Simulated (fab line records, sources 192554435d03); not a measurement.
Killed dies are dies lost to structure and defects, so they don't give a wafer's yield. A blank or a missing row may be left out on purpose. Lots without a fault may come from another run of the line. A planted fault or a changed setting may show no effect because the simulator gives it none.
Chamber matching | flow n5_finfet | N5_BEOL_M9_CURE_72 on uv_cure-01: 3 sister chambers
The step cures SiCOH lowk, time 120 s. 3 wafers are shown with their chamber, then 12 later ones without.

WAFERS WITH THEIR CHAMBER
wafer  | chamber | wafer_temp_C_max
L086.6 | 1       | 372.1
L087.6 | 2       | 371.2
L089.6 | 0       | 371.1

WAFERS WITHOUT THEIR CHAMBER
wafer  | wafer_temp_C_max
L093.1 | 372.0
L093.5 | 371.1
L093.6 | 371.2
L094.2 | 371.4
L094.3 | 371.0
L094.5 | 371.1
L097.2 | 371.0
L097.4 | 370.9
L097.5 | 371.1
L096.4 | 371.0
L096.5 | 371.1
L096.6 | 371.1

WHICH CHAMBER EACH WENT THROUGH
wafer  | from the rows above     | in truth
L093.1 | 1                       | 1
L093.5 | can't be placed: 0 or 2 | 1
L093.6 | can't be placed: 2 or 0 | 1
L094.2 | can't be placed: 2 or 0 | 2
L094.3 | can't be placed: 0 or 2 | 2
L094.5 | can't be placed: 0 or 2 | 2
L097.2 | can't be placed: 0 or 2 | 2
L097.4 | can't be placed: 0 or 2 | 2
L097.5 | can't be placed: 0 or 2 | 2
L096.4 | can't be placed: 0 or 2 | 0
L096.5 | can't be placed: 0 or 2 | 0
L096.6 | can't be placed: 0 or 2 | 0
Placed correctly: 1 of 12. Can't be placed from these rows: 11 (the true chamber is among the candidates in 9). Placed wrongly: 0.
How it was worked out, from the rows above alone: a wafer's distance from a chamber is the root of the sum, over the readings, of the square of ((its reading less the chamber's mean) divided by the reading's scatter). The wafer belongs to the nearest chamber; if the next one is less than 2 further off, it can't be placed. A chamber's mean is the mean of its shown wafers. The scatter: with one shown wafer a chamber, the root of the mean of the squares of how far each hidden wafer lies from its nearest shown one.
